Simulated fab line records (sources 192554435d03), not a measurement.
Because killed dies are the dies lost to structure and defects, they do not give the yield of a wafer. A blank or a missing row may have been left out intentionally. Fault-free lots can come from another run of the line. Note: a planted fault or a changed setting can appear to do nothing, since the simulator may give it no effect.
Chamber matching + flow n5Finfet + N5_BEOL_M8_CMP_52 on cmp-01: 4 sister chambers
The step polishes, stops on SiCOH lowk, t overpolish 6.9 s, target thk 80 nm. 8 wafers are shown with their chamber, then 7 later ones without.

## WAFERS PAIRED WITH THEIR CHAMBERS
| wafer  | chamber | motorCurrentA (A) | timeToEndpointS (s) |
|--------|---------|-------------------|---------------------|
| L083.2 | 3       | 6.2               | 59                  |
| L083.4 | 0       | 5.5               | 59                  |
| L085.2 | 0       | 5.7               | 60                  |
| L086.2 | 3       | 6.4               | 61                  |
| L087.2 | 1       | 5.6               | 61                  |
| L087.4 | 2       | 5.7               | 63                  |
| L090.1 | 2       | 6.0               | 69                  |
| L090.3 | 1       | 5.7               | 66                  |

## WAFERS MISSING THEIR CHAMBER
| wafer  | motorCurrentA (A) | timeToEndpointS (s) |
|--------|-------------------|---------------------|
| L092.1 | 5.7               | 64                  |
| L092.2 | 6.7               | 66                  |
| L095.1 | 5.6               | 67                  |
| L095.3 | 5.6               | 61                  |
| L095.4 | 6.1               | 66                  |
| L097.1 | 5.3               | 66                  |
| L097.4 | 5.4               | 62                  |

## WHICH CHAMBER EACH WENT THROUGH
| wafer  | from the rows above          | in truth |
|--------|------------------------------|----------|
| L092.1 | can't be placed: 1 or 2 or 0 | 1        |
| L092.2 | 3                            | 3        |
| L095.1 | can't be placed: 1 or 2 or 0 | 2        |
| L095.3 | can't be placed: 0 or 1 or 2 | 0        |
| L095.4 | can't be placed: 2 or 3 or 1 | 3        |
| L097.1 | can't be placed: 1 or 0 or 2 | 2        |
| L097.4 | can't be placed: 0 or 1 or 2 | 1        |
Correctly placed: 1 of 7. Unplaceable from these rows: 6, with the true chamber sitting among the candidates in 6. Wrongly placed: 0.
How it was worked out, from the rows above alone: a wafer's distance from a chamber is the root of the sum, over the readings, of the square of ((its reading less the chamber's mean) divided by the reading's scatter). The wafer belongs to the nearest chamber; if the next one is less than 2 further off, it can't be placed. A chamber's mean is the mean of its shown wafers. The scatter is the square root of a quotient: the sum, over the shown wafers, of each reading's squared deviation from its chamber's mean, divided by wafers minus chambers.
